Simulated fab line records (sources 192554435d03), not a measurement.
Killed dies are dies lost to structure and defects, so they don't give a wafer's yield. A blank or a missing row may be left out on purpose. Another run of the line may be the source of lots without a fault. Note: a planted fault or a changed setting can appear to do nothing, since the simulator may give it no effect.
fab line records | flow n5_finfet
record lots=6 | wafers=16 | last_day=17
route steps=1938 shown HKMG_FIN@400 BEOL_M4@1111 PASSIVATION@1936
lots that met no fault: from a run of the same line without faults
start_h: hours from the record's opening day to when the first of the lot's shown wafers began | wait_h: hours since the lot's step before | " as in the row above | L1.1+2: a single row standing in for several wafers | - no value present, or no start provided | * or withheld: withheld | < > ~ a bound
route shown NAME@n: names a module that has steps shown in the file, with the first one's number in the route | usual: mean/standard deviation taken from wafers without a fault | same: alike in all rows | chamber/n: place in a boat | sites: per-site readings | _std_site: their standard deviation | _edge_site: mean of outer sites minus mean of inner sites | radius_mm: for every site, how far away it sits from the centre of the wafer | mask NAME#n: copy n | behind: the tool/chamber that last shaped the wafer | hold: the reason the lot was held/the length of the hold in hours/how it ended | device: the n, p or np transistor that did not switch | end of line: the tests these same wafers got at the end of their route | where a step has no rows: the recipe by itself | killed: the dies lost at the first sort to structure and to defects; this is not the yield of the wafer | map: a wafer's dies, marking killed ones x, the rest . and places with no die _
set.NAME: the setting the step ran with; set.NAME@STEP: the setting that earlier step ran with | model.NAME: the simulator's own value behind a step, which no gauge read
certain route steps with their lots: each step a table, each wafer a row
services: the hour from which a tool's chamber was out of use, counted from the record's first day as start_h (under 0 if before that day), plus the number of hours and why
## steps
# step N5_HKMG_FIN_INSPECT_61
# recipe mode=adi | inspect_instrument=macro
# usual raw_defect_count=2.0/1.4
lot.wafer | tool              | chamber | start_h | wait_h | raw_defect_count
L100.2    | defect_inspect-02 | -       | 100.15  | 0.0    | 0
L100.5    | "                 | -       | "       | "      | 4
L100.6    | "                 | -       | "       | "      | 2
L102.2    | defect_inspect-02 | -       | 114.42  | 0.0    | 2
L102.5    | "                 | -       | "       | "      | 2
L102.6    | "                 | -       | "       | "      | 5
L108.1    | defect_inspect-02 | -       | 152.98  | 0.0    | 0
L108.3    | "                 | -       | "       | "      | 0
L110.3    | defect_inspect-01 | -       | 162.34  | 0.0    | 1
L110.6    | "                 | -       | "       | "      | 1
L116.2    | defect_inspect-02 | -       | 197.49  | 0.0    | 4
L116.3    | "                 | -       | "       | "      | 0
L116.5    | "                 | -       | "       | "      | 1
L117.1    | defect_inspect-01 | -       | 206.17  | 0.0    | 6
L117.3    | "                 | -       | "       | "      | 1
L117.6    | "                 | -       | "       | "      | 1
# step N5_HKMG_FIN_DESCUM_53
# recipe chemistry=O2 | time_s=7.9 | source_power_w=50 | bias_power_w=20 | pressure_mtorr=20 | rf_frequency_hz=2.712e+07 | temp_c=40 | resist=CAR-ArF | o2_flow_sccm=225
# step N5_HKMG_FIN_ETCH_54
# recipe chemistry=CF4 | target=SiARC | target_depth_a=455 | mask_material=CAR-ArF | time_s=75.8 | ion_energy_ev=80 | pressure_mtorr=40 | source_w=545 | bias_w=36 | Ar_flow_sccm=100 | cf4_flow_sccm=100 | ends=cleared
# step N5_HKMG_FIN_ETCH_55
# recipe chemistry=N2/H2 | target=SOC | target_depth_a=2400 | temp_c=40 | time_s=300 | ion_energy_ev=200 | mask_material=SiARC | pressure_mtorr=30 | source_w=840 | bias_w=150 | n2_flow_sccm=200 | h2_flow_sccm=200
# usual chamber_pressure_mTorr=30.000/0.025 | drypump_motor_current_A=5.8/0.44 | oes_product_au=0.78/0.065 | rf_fwd_power_W=837.8/2.2 | rf_vpp_V=524.3/1.8 | showerhead_plenum_p_Torr=2.56/0.053 | throttle_valve_pct=17.86/0.18
lot.wafer | tool        | chamber | start_h | wait_h | chamber_pressure_mTorr | drypump_motor_current_A | oes_product_au | rf_fwd_power_W | rf_hours_counter_h | rf_vpp_V | showerhead_plenum_p_Torr | throttle_valve_pct
L100.2    | rie_diel-02 | 3       | 100.85  | 0.0    | 30.037                 | 5.2                     | 0.72           | 837.3          | 167                | 524.3    | 2.53                     | 17.60
L100.5    | "           | 2       | "       | "      | 30.015                 | 6.6                     | 0.76           | 839.2          | -                  | 527.3    | 2.65                     | 18.15
L100.6    | "           | 3       | "       | "      | 30.051                 | 5.2                     | 0.72           | 837.0          | -                  | 524.0    | 2.53                     | 17.60
L102.2    | rie_diel-01 | 1       | 114.54  | 0.0    | 30.003                 | 6.2                     | 0.89           | 839.3          | 49                 | 525.1    | 2.60                     | 18.00
L102.5    | "           | 3       | "       | "      | 29.964                 | 6.7                     | 0.72           | 840.8          | -                  | 527.9    | 2.61                     | 17.95
L102.6    | "           | 2       | "       | "      | 29.997                 | 5.6                     | 0.79           | 835.7          | -                  | 522.9    | 2.47                     | 18.02
L108.1    | rie_diel-01 | 2       | 153.10  | 0.0    | 29.992                 | 5.6                     | 0.78           | 833.5          | 96                 | 521.8    | 2.47                     | 18.05
L108.3    | "           | 3       | "       | "      | 29.980                 | 6.7                     | 0.71           | 840.4          | 220                | 527.1    | 2.60                     | 17.96
L110.3    | rie_diel-02 | 1       | 162.46  | 0.0    | 29.961                 | 5.8                     | 0.78           | 836.5          | 151                | 523.6    | 2.52                     | 17.80
L110.6    | "           | 3       | "       | "      | 30.029                 | 5.2                     | 0.71           | 839.2          | -                  | 522.8    | 2.52                     | 17.63
L116.2    | rie_diel-04 | 2       | 197.66  | 0.1    | 29.982                 | 6.0                     | 0.78           | 838.1          | 107                | 523.8    | 2.56                     | 17.58
L116.3    | "           | 2       | "       | "      | 30.026                 | 6.0                     | 0.78           | 841.2          | -                  | 524.9    | 2.56                     | 17.60
L116.5    | "           | 1       | "       | "      | 29.989                 | 5.6                     | 0.82           | 837.1          | -                  | 525.4    | 2.57                     | 18.03
L117.1    | rie_diel-02 | 2       | 206.29  | 0.0    | 29.997                 | 6.6                     | 0.74           | 837.6          | 180                | 525.4    | 2.63                     | 18.21
L117.3    | "           | 1       | "       | "      | 29.968                 | 5.8                     | 0.77           | 837.7          | 159                | 522.7    | 2.52                     | 17.80
L117.6    | "           | 2       | "       | "      | 29.980                 | 6.6                     | 0.75           | 837.7          | -                  | 526.8    | 2.63                     | 18.22
# step N5_HKMG_FIN_STRIP_56
# recipe chemistry=N2/H2 | temp_c=40 | n2_flow_sccm=200 | h2_flow_sccm=200 | rf_frequency_hz=6e+07
# step N5_HKMG_FIN_STRIP_57
# recipe chemistry=CF4 | resist=SiARC | power_w=300 | bias_power_w=75 | pressure_mtorr=50 | cf4_flow_sccm=150 | rf_frequency_hz=6e+07
# usual chamber_pressure_mTorr=50.00/0.047 | drypump_motor_current_A=5.8/0.45 | oes_product_au=0.77/0.063 | rf_fwd_power_W=293.2/1.2 | rf_vpp_V=271.4/1.2 | showerhead_plenum_p_Torr=1.80/0.042 | throttle_valve_pct=13.61/0.23
lot.wafer | tool        | chamber | start_h | wait_h | chamber_pressure_mTorr | drypump_motor_current_A | oes_product_au | rf_fwd_power_W | rf_hours_counter_h | rf_vpp_V | showerhead_plenum_p_Torr | throttle_valve_pct
L100.2    | rie_diel-02 | 3       | 101.04  | 0.0    | 49.99                  | 5.2                     | 0.73           | -              | 168                | 269.0    | 1.81                     | 13.56
L100.5    | "           | 2       | "       | "      | 50.05                  | 6.6                     | 0.75           | 294.7          | -                  | 273.2    | 1.86                     | 13.87
L100.6    | "           | 3       | "       | "      | 50.04                  | 5.2                     | 0.72           | -              | -                  | 271.2    | 1.81                     | 13.57
L102.2    | rie_diel-01 | 1       | 114.73  | 0.0    | 50.01                  | 6.1                     | 0.86           | 293.4          | 49                 | 272.0    | 1.84                     | 13.63
L102.5    | "           | 3       | "       | "      | 50.02                  | 6.7                     | 0.72           | 291.7          | -                  | 270.9    | 1.85                     | 13.89
L102.6    | "           | 2       | "       | "      | 50.11                  | 5.6                     | 0.79           | 295.5          | -                  | 270.9    | 1.73                     | 13.53
L108.1    | rie_diel-01 | 2       | 153.29  | 0.0    | 49.94                  | 5.6                     | 0.78           | 295.6          | 96                 | 269.0    | 1.73                     | 13.56
L108.3    | "           | 3       | "       | "      | 49.95                  | 6.7                     | 0.71           | 293.6          | 220                | 273.4    | 1.84                     | 13.94
L110.3    | rie_diel-02 | 1       | 162.65  | 0.0    | 49.96                  | 5.8                     | 0.76           | 292.6          | 151                | 270.7    | 1.78                     | 13.68
L110.6    | "           | 3       | "       | "      | 49.93                  | 5.2                     | 0.71           | 295.2          | -                  | 270.2    | 1.80                     | 13.60
L116.2    | rie_diel-04 | 2       | 197.94  | 0.0    | 49.93                  | 6.0                     | 0.78           | 292.3          | 107                | 272.5    | 1.80                     | 13.31
L116.3    | "           | 2       | "       | "      | 49.95                  | 6.0                     | 0.78           | 292.6          | -                  | 271.3    | 1.80                     | 13.28
L116.5    | "           | 1       | "       | "      | 50.05                  | 5.5                     | 0.80           | 291.9          | -                  | 271.1    | 1.80                     | 13.62
L117.1    | rie_diel-02 | 2       | 206.48  | 0.0    | 49.98                  | 6.6                     | 0.73           | 293.3          | 180                | 272.1    | 1.85                     | 13.95
L117.3    | "           | 1       | "       | "      | 50.05                  | 5.8                     | 0.75           | 292.7          | 159                | 272.0    | 1.78                     | 13.71
L117.6    | "           | 2       | "       | "      | 50.01                  | 6.6                     | 0.74           | 292.7          | -                  | 272.3    | 1.85                     | 13.93
# step N5_HKMG_FIN_ETCH_58
# recipe chemistry=N2/H2 | target=SOC | target_depth_a=2158 | ion_energy_ev=50 | bias_w=13 | time_s=741 | pressure_mtorr=30 | source_w=875 | n2_flow_sccm=200 | h2_flow_sccm=200
# usual chamber_pressure_mTorr=29.999/0.026 | drypump_motor_current_A=5.8/0.44 | oes_product_au=0.78/0.065 | rf_fwd_power_W=874.2/3 | rf_vpp_V=99.2/0.95 | showerhead_plenum_p_Torr=2.56/0.053 | throttle_valve_pct=17.81/0.18
lot.wafer | tool        | chamber | start_h | wait_h | chamber_pressure_mTorr | drypump_motor_current_A | oes_product_au | rf_fwd_power_W | rf_hours_counter_h | rf_vpp_V | showerhead_plenum_p_Torr | throttle_valve_pct
L100.2    | rie_diel-02 | 3       | 101.06  | 0.0    | 29.941                 | 5.3                     | 0.72           | 869.7          | 168                | 98.2     | 2.53                     | 17.56
L100.5    | "           | 2       | "       | "      | 30.008                 | 6.7                     | 0.76           | 873.9          | -                  | 101.6    | 2.65                     | 18.09
L100.6    | "           | 3       | "       | "      | 29.978                 | 5.2                     | 0.72           | 875.9          | -                  | 98.9     | 2.53                     | 17.54
L102.2    | rie_diel-01 | 1       | 114.75  | 0.0    | 30.004                 | 6.1                     | 0.89           | 876.2          | 49                 | 97.9     | 2.60                     | 17.96
L102.5    | "           | 3       | "       | "      | 29.984                 | 6.7                     | 0.72           | 873.1          | -                  | 98.4     | 2.61                     | 17.90
L102.6    | "           | 2       | "       | "      | 29.948                 | 5.6                     | 0.79           | 876.4          | -                  | 98.5     | 2.47                     | 17.96
L108.1    | rie_diel-01 | 2       | 153.31  | 0.0    | 30.018                 | 5.6                     | 0.77           | 875.3          | 97                 | 97.9     | 2.47                     | 17.99
L108.3    | "           | 3       | "       | "      | 30.011                 | 6.7                     | 0.70           | 877.5          | 220                | 99.5     | 2.60                     | 17.90
L110.3    | rie_diel-02 | 1       | 162.67  | 0.0    | 30.009                 | 5.8                     | 0.78           | 871.8          | 151                | 99.6     | 2.52                     | 17.74
L110.6    | "           | 3       | "       | "      | 30.036                 | 5.2                     | 0.71           | 875.4          | -                  | 98.1     | 2.52                     | 17.57
L116.2    | rie_diel-04 | 2       | 197.97  | 0.0    | 29.987                 | 6.0                     | 0.78           | 873.1          | 107                | 99.0     | 2.56                     | 17.54
L116.3    | "           | 2       | "       | "      | 30.000                 | 5.9                     | 0.78           | 872.2          | -                  | 100.5    | 2.56                     | 17.54
L116.5    | "           | 1       | "       | "      | 30.002                 | 5.5                     | 0.82           | 876.0          | -                  | 100.2    | 2.57                     | 17.97
L117.1    | rie_diel-02 | 2       | 206.50  | 0.0    | 29.957                 | 6.7                     | 0.74           | 867.8          | 180                | 98.3     | 2.63                     | 18.16
L117.3    | "           | 1       | "       | "      | 29.948                 | 5.9                     | 0.77           | 874.7          | 159                | 99.3     | 2.52                     | 17.76
L117.6    | "           | 2       | "       | "      | 29.996                 | 6.6                     | 0.74           | 870.2          | -                  | 100.3    | 2.63                     | 18.16
# step N5_HKMG_FIN_STRIP_93
# recipe chemistry=N2/H2 | material=SOC | time_s=20 | power_w=500 | temp_c=40 | pressure_mtorr=50 | rf_frequency_hz=6e+07 | bias_power_w=8 | h2_frac=0.5 | n2_flow_sccm=300 | h2_flow_sccm=300
# usual chamber_pressure_mTorr=50.00/0.045 | drypump_motor_current_A=5.8/0.45 | oes_product_au=0.78/0.064 | rf_fwd_power_W=495.4/1.9 | rf_vpp_V=54.3/0.83 | showerhead_plenum_p_Torr=3.37/0.068 | throttle_valve_pct=18.96/0.28
lot.wafer | tool        | chamber | start_h | wait_h | chamber_pressure_mTorr | drypump_motor_current_A | oes_product_au | rf_fwd_power_W | rf_hours_counter_h | rf_vpp_V | showerhead_plenum_p_Torr | throttle_valve_pct
L100.2    | rie_diel-02 | 3       | 101.48  | 0.2    | 49.98                  | 5.2                     | 0.72           | 495.9          | 168                | 55.7     | 3.34                     | 18.64
L100.5    | "           | 2       | "       | "      | 49.96                  | 6.6                     | 0.77           | 498.3          | -                  | 55.0     | 3.49                     | 19.40
L100.6    | "           | 3       | "       | "      | 50.02                  | 5.2                     | 0.73           | 496.5          | -                  | 53.5     | 3.34                     | 18.63
L102.2    | rie_diel-01 | 1       | 115.18  | 0.2    | 49.94                  | 6.2                     | 0.88           | 494.9          | 50                 | 55.2     | 3.43                     | 19.20
L102.5    | "           | 3       | "       | "      | 50.03                  | 6.7                     | 0.72           | 497.0          | -                  | 54.2     | 3.44                     | 18.82
L102.6    | "           | 2       | "       | "      | 50.02                  | 5.6                     | 0.78           | 496.1          | -                  | 53.0     | 3.27                     | 19.42
L108.1    | rie_diel-01 | 2       | 153.74  | 0.2    | 50.00                  | 5.6                     | 0.78           | 495.2          | 97                 | 54.6     | 3.26                     | 19.43
L108.3    | "           | 3       | "       | "      | 50.01                  | 6.7                     | 0.71           | 495.4          | 221                | 54.1     | 3.43                     | 18.85
L110.3    | rie_diel-02 | 1       | 163.10  | 0.2    | 50.02                  | 5.8                     | 0.78           | 493.4          | 151                | 54.8     | 3.33                     | 18.72
L110.6    | "           | 3       | "       | "      | 50.00                  | 5.2                     | 0.72           | 498.6          | -                  | 52.1     | 3.33                     | 18.70
L116.2    | rie_diel-04 | 2       | 198.61  | 0.4    | 50.01                  | 6.0                     | 0.78           | 498.0          | 107                | 53.7     | 3.38                     | 18.90
L116.3    | "           | 2       | "       | "      | 49.99                  | 6.0                     | 0.78           | 496.8          | -                  | 54.3     | 3.38                     | 18.88
L116.5    | "           | 1       | "       | "      | 50.03                  | 5.5                     | 0.83           | 493.8          | -                  | 54.3     | 3.39                     | 19.14
L117.1    | rie_diel-02 | 2       | 206.93  | 0.2    | 49.96                  | 6.6                     | 0.75           | 497.0          | 180                | 54.9     | 3.47                     | 19.46
L117.3    | "           | 1       | "       | "      | 49.98                  | 5.8                     | 0.77           | 493.3          | 160                | 53.3     | 3.33                     | 18.72
L117.6    | "           | 2       | "       | "      | 50.04                  | 6.6                     | 0.74           | 497.6          | -                  | 54.5     | 3.47                     | 19.47
# step N5_HKMG_FIN_WET_ETCH_76
# recipe chemistry=dNH4OH | mix=1:50 | temp_c=25 | target=Al2O3 | stop_on=La2O3 | target_depth_nm=2.25 | dry=ipa_marangoni | rinse_time_s=30 | rinse_temp_c=23
# step N5_HKMG_FIN_STRIP_60
# recipe chemistry=N2/H2 | power_w=2500 | temp_c=300 | h2_frac=0.65 | time_s=360 | pressure_mtorr=withheld | n2_flow_sccm=1750 | h2_flow_sccm=3250
# usual drypump_motor_current_A=5.34/0.27 | heater_power_w=495/21
lot.wafer | tool            | chamber | start_h | wait_h | drypump_motor_current_A | heater_power_w | rf_hours_counter_h
L100.2    | plasma_asher-01 | 1       | 101.63  | 0.0    | 5.65                    | 504            | 41
L100.5    | "               | 1       | "       | "      | 5.68                    | 509            | -
L100.6    | "               | 0       | "       | "      | 5.46                    | 458            | -
L102.2    | plasma_asher-01 | 1       | 115.33  | 0.0    | 5.66                    | 501            | 46
L102.5    | "               | 0       | "       | "      | 5.48                    | 476            | -
L102.6    | "               | 1       | "       | "      | 5.70                    | 496            | -
L108.1    | plasma_asher-02 | 1       | 153.89  | 0.0    | 5.16                    | 499            | 91
L108.3    | "               | 0       | "       | "      | 4.98                    | 477            | -
L110.3    | plasma_asher-02 | 1       | 163.37  | 0.1    | 5.15                    | 511            | -
L110.6    | "               | 0       | "       | "      | 4.98                    | 479            | -
L116.2    | plasma_asher-01 | 0       | 198.79  | 0.0    | 5.47                    | 461            | 61
L116.3    | "               | 1       | "       | "      | 5.67                    | 516            | -
L116.5    | "               | 1       | "       | "      | 5.66                    | 517            | -
L117.1    | plasma_asher-02 | 1       | 207.08  | 0.0    | 5.15                    | 519            | 101
L117.3    | "               | 0       | "       | "      | 4.96                    | 490            | -
L117.6    | "               | 0       | "       | "      | 4.96                    | 487            | -
# step N5_HKMG_FIN_WET_ETCH_77
# recipe chemistry=dHCl | mix=1:10000 | temp_c=25 | target=La2O3 | stop_on=HfO2 | target_depth_nm=2
# step N5_HKMG_FIN_WET_ETCH_78
# recipe chemistry=dNH4OH | mix=1:50 | temp_c=25 | target=Al2O3 | stop_on=La2O3 | target_depth_nm=4.5 | dry=ipa_marangoni | rinse_time_s=30 | rinse_temp_c=23
# step N5_HKMG_FIN_ALD_79
# recipe material=TiN | target_thk_a=15 | temp_c=400 | ald_precursor_family=TiCl4 | ald_co_reactant=NH3 | pulse_time_s=1 | purge_time_s=3 | co_reactant_purge_time_s=2 | co_reactant_pulse_time_s=2 | ald_cycles=68 | pressure_torr=3
# usual co_reactant_pulse_time_s=2/0 | heater_power_w=933/93 | precursor_pulse_height_rel=1.002/0.021
lot.wafer | tool         | chamber | start_h | wait_h | co_reactant_pulse_time_s | heater_power_w | precursor_pulse_height_rel
L100.2    | ald_metal-04 | 1       | 102.12  | 0.0    | 2                        | 1045           | 0.987
L100.5    | "            | 1       | "       | "      | 2                        | 1008           | 0.984
L100.6    | "            | 2       | "       | "      | 2                        | 863            | 1.018
L102.2    | ald_metal-01 | 1       | 115.82  | 0.0    | 2                        | 948            | 1.017
L102.5    | "            | 3       | "       | "      | 2                        | 920            | 0.998
L102.6    | "            | 2       | "       | "      | 2                        | 924            | 1.000
L108.1    | ald_metal-04 | 3       | 154.38  | 0.0    | 2                        | 968            | 0.972
L108.3    | "            | 0       | "       | "      | 1.9013                   | 766            | 1.009
L110.3    | ald_metal-04 | 3       | 163.74  | 0.0    | 1.9013                   | 959            | 1.011
L110.6    | "            | 3       | "       | "      | 2                        | 952            | 0.975
L116.2    | ald_metal-03 | 2       | 199.28  | 0.0    | 2                        | 1109           | 0.977
L116.3    | "            | 0       | "       | "      | 2                        | 873            | 0.993
L116.5    | "            | 3       | "       | "      | 2                        | 1080           | 0.987
L117.1    | ald_metal-03 | 0       | 207.57  | 0.0    | 2                        | 912            | 1.003
L117.3    | "            | 2       | "       | "      | 2                        | 1061           | 0.995
L117.6    | "            | 2       | "       | "      | 2                        | 1078           | 1.020
# step N5_HKMG_FIN_CVD_62
# recipe material=a-Si | target_thk_a=30 | temp_c=500 | precursor=Si2H6 | pressure_torr=1 | time_s=20.8
# step N5_BEOL_M4_RC_MEAS_101
# usual DIBL_N=36.1/1.6 | DIBL_P=35.8/2.1 | IOFF_N=0.16/0.031 | IOFF_P=0.21/0.034 | ION_N=673/12 | ION_P=461/7.2 | SS_N=71.4/0.59 | SS_P=73.3/0.63 | VT_N=250/3.1 | VT_P=-250/3.3
lot.wafer | tool      | chamber | start_h | wait_h | DIBL_N[mV/V] | DIBL_P[mV/V] | IOFF_N[nA/um] | IOFF_P[nA/um] | ION_N[uA/um] | ION_P[uA/um] | SS_N[mV/dec] | SS_P[mV/dec] | VT_N[mV] | VT_P[mV]
L100.2    | prober-01 | 0       | 203.01  | 0.2    | 38.2         | 37.8         | 0.18          | 0.23          | 680          | 463          | 72.2         | 73.3         | 251      | -249
L100.5    | "         | 0       | "       | "      | 40.0         | 41.0         | 0.21          | 0.29          | 679          | 465          | 72.3         | 74.3         | 247      | -246
L100.6    | "         | 0       | "       | "      | 39.5         | 39.4         | 0.21          | 0.25          | 690          | 462          | 72.2         | 73.2         | 246      | -247
L102.2    | prober-01 | 0       | 215.25  | 0.2    | 34.8         | 33.4         | 0.13          | 0.20          | 667          | 463          | 71.3         | 72.9         | 250      | -247
L102.5    | "         | 0       | "       | "      | 34.0         | 33.0         | 0.12          | 0.19          | 668          | 463          | 71.0         | 73.3         | 251      | -250
L102.6    | "         | 0       | "       | "      | 36.1         | 33.9         | 0.15          | 0.21          | 686          | 467          | 71.6         | 73.0         | 249      | -247
L108.1    | prober-01 | 0       | 255.55  | 0.0    | 37.8         | 38.7         | 0.20          | 0.28          | 680          | 468          | 71.4         | 73.7         | 248      | -247
L108.3    | "         | 0       | "       | "      | 35.0         | 33.9         | 0.13          | 0.18          | 673          | 460          | 70.8         | 73.0         | 252      | -254
L110.3    | prober-01 | 0       | 259.98  | 0.3    | 32.4         | 31.9         | 0.11          | 0.15          | 649          | 451          | 69.9         | 72.0         | 253      | -254
L110.6    | "         | 0       | "       | "      | 36.4         | 36.3         | 0.17          | 0.22          | 679          | 468          | 71.4         | 73.4         | 249      | -251
L116.2    | prober-01 | 0       | 300.90  | 0.2    | 38.9         | 38.0         | 0.21          | 0.25          | 684          | 459          | 73.1         | 74.4         | 248      | -248
L116.3    | "         | 0       | "       | "      | 34.0         | 32.3         | 0.12          | 0.17          | 672          | 463          | 70.8         | 72.6         | 253      | -252
L116.5    | "         | 0       | "       | "      | 36.3         | 35.1         | 0.16          | 0.22          | 683          | 473          | 71.6         | 73.3         | 250      | -249
L117.1    | prober-02 | 0       | 301.01  | 0.0    | 36.0         | 34.3         | 0.17          | 0.22          | 693          | 472          | 71.5         | 72.3         | 246      | -249
L117.3    | "         | 0       | "       | "      | 36.7         | 36.3         | 0.17          | 0.25          | 682          | 466          | 72.0         | 73.0         | 246      | -246
L117.6    | "         | 0       | "       | "      | 36.7         | 35.1         | 0.17          | 0.23          | 688          | 476          | 72.0         | 72.8         | 247      | -246
# step N5_PASSIVATION_PROBE_49
# usual defect_limited_yield=91.0/1.5 | killed_at_M0_to_M3=35/11 | killed_at_M4_up=13/6 | killed_at_contacts=14/6.5 | killed_at_front_end=40/12 | killed_at_other=4/3.4 | killed_dies=106/18 | killed_open=68/14 | killed_short=35/7.7 | sort_bin_5_function=5.2/0.98 | sort_bin_6_memory=3.4/0.72 | sort_n_pass=1074/18 | sort_yield_pct=91.0/1.5
# same gross_dies=1180 | killed_at_back_side=0 | sort_bin_4_leakage[%]=0 | sort_bin_8_speed[%]=0
lot.wafer | tool      | chamber | start_h | wait_h | defect_limited_yield[%] | killed_at_M0_to_M3 | killed_at_M4_up | killed_at_contacts | killed_at_front_end | killed_at_other | killed_dies | killed_open | killed_short | sort_bin_5_function[%] | sort_bin_6_memory[%] | sort_n_pass | sort_yield_pct[%]
L100.2    | prober-01 | -       | 301.72  | 0.1    | 93.2                    | 27                 | 11              | 15                 | 20                  | 7               | 80          | 51          | 26           | 4.2                    | 2.5                  | 1100        | 93.2
L100.5    | prober-01 | -       | 301.87  | 0.2    | 90.6                    | 42                 | 13              | 11                 | 41                  | 4               | 111         | 77          | 34           | 6.4                    | 2.6                  | 1069        | 90.6
L100.6    | prober-01 | -       | 301.92  | 0.3    | 92.5                    | 30                 | 7               | 11                 | 36                  | 5               | 89          | 59          | 30           | 4.2                    | 3.1                  | 1091        | 92.5
L110.3    | prober-02 | -       | 363.12  | 0.1    | 91.2                    | 26                 | 30              | 8                  | 37                  | 3               | 104         | 69          | 26           | 4.8                    | 2.9                  | 1076        | 91.2
L110.6    | prober-02 | -       | 363.27  | 0.3    | 91.2                    | 23                 | 10              | 9                  | 47                  | 15              | 104         | 69          | 34           | 5.0                    | 3.4                  | 1076        | 91.2
L108.3    | prober-02 | -       | 366.67  | 0.1    | 91.0                    | 33                 | 21              | 15                 | 32                  | 5               | 106         | 66          | 39           | 6.1                    | 2.6                  | 1074        | 91.0
# killed by level:class
L100.2 MOL_CONTACT_COAG:geometric_particle:open=12 BEOL_M2:geometric_particle:open=8 BEOL_M0_SAQP:geometric_particle:open=6 FIN_SAQP:geometric_particle:short=4 FIN_SAQP:geometric_particle:open=4 BEOL_M0_SAQP:geometric_particle:short=4 DUMMY_GATE:geometric_particle:open=3 BEOL_M2:geometric_particle:short=3
L100.5 BEOL_M2:geometric_particle:open=20 FIN_SAQP:geometric_particle:short=13 FIN_SAQP:geometric_particle:open=12 MOL_CONTACT_COAG:geometric_particle:open=9 BEOL_M1:geometric_particle:open=6 BEOL_M0_SAQP:geometric_particle:open=5 DUMMY_GATE:geometric_particle:open=4 BEOL_M4:geometric_particle:open=4
L100.6 FIN_SAQP:geometric_particle:short=13 BEOL_M2:geometric_particle:open=12 MOL_CONTACT_COAG:geometric_particle:open=10 DUMMY_GATE:geometric_particle:open=8 FIN_SAQP:geometric_particle:open=5 BEOL_M4:geometric_particle:open=5 STI_FIN_REVEAL:geometric_particle:open=4 BEOL_M0_SAQP:geometric_particle:open=4
L110.3 BEOL_M4:geometric_particle:open=12 STI_FIN_REVEAL:geometric_particle:open=8 HKMG_FIN:area_etch=8 MOL_CONTACT_COAG:geometric_particle:open=7 BEOL_M0_SAQP:geometric_particle:open=7 BEOL_M1:geometric_particle:open=7 BEOL_M5:geometric_particle:open=7 BEOL_M0_SAQP:geometric_particle:short=6
L110.6 FIN_SAQP:geometric_particle:open=13 FIN_SAQP:geometric_particle:short=11 MOL_CONTACT_COAG:geometric_particle:open=8 BEOL_M0_SAQP:geometric_particle:open=8 MIM_TOP:geometric_particle:open=6 STI_FIN_REVEAL:geometric_particle:open=5 DUMMY_GATE:geometric_particle:open=5 PAD_METAL:geometric_particle:short=5
L108.3 MOL_CONTACT_COAG:geometric_particle:open=13 BEOL_M0_SAQP:geometric_particle:open=8 BEOL_M4:geometric_particle:open=8 BEOL_M0_SAQP:geometric_particle:short=7 GATE_CUT:geometric_particle:short=6 FIN_SAQP:geometric_particle:open=5 BEOL_M2:geometric_particle:open=5 STARTING-WAFER:geometric_particle:open=5
## services
tool            | chamber | start_h | hours | kind
plasma_asher-01 | -       | 81.45   | 1.4   | repair
rie_diel-02     | 0       | 91.12   | -     | clean
rie_diel-02     | 0       | 91.12   | -     | consumable_replace:focus_ring
rie_diel-02     | 0       | 91.12   | 16.2  | scheduled_down
rie_diel-02     | 0       | 91.12   | 16.2  | vent_cycle
rie_diel-01     | 1       | 98.46   | 4.6   | repair
ald_metal-04    | -       | 113.79  | 0.5   | repair
ald_metal-01    | -       | 119.87  | 6.0   | pm
plasma_asher-01 | -       | 131.10  | 4.4   | repair
ald_metal-03    | -       | 143.59  | 0.7   | repair
rie_diel-04     | 3       | 149.90  | 3.7   | repair
rie_diel-02     | 2       | 165.11  | 1.6   | repair
rie_diel-02     | 1       | 169.68  | 5.5   | repair
rie_diel-04     | 3       | 174.05  | -     | clean
rie_diel-04     | 3       | 174.05  | -     | consumable_replace:focus_ring
rie_diel-04     | 3       | 174.05  | 32.0  | scheduled_down
rie_diel-04     | 3       | 174.05  | 32.0  | vent_cycle
rie_diel-02     | -       | 176.27  | 14.6  | pm
plasma_asher-01 | -       | 177.47  | 2.0   | repair
rie_diel-04     | 0       | 192.97  | 14.7  | repair
## key
first_sign step=N5_HKMG_FIN_ALD_79 | reading=co_reactant_pulse_time_s | direction=down | sigmas=99+ | usual=* | struck=*
effect none on later readings
met_at N5_HKMG_FIN_ALD_79
struck_wafers L108.3,L110.3
onset_between 102.12 154.38
fault kind=process_parameter_drift | tool=ald_metal-04 | chamber=- | onset_h=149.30 | steps=N5_HKMG_FIN_ALD_79 | channel=co_reactant_pulse_time_s | offset=* | shape=step | end_h=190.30 | scope=struck_wafers_only | acts_in=* | stated=*
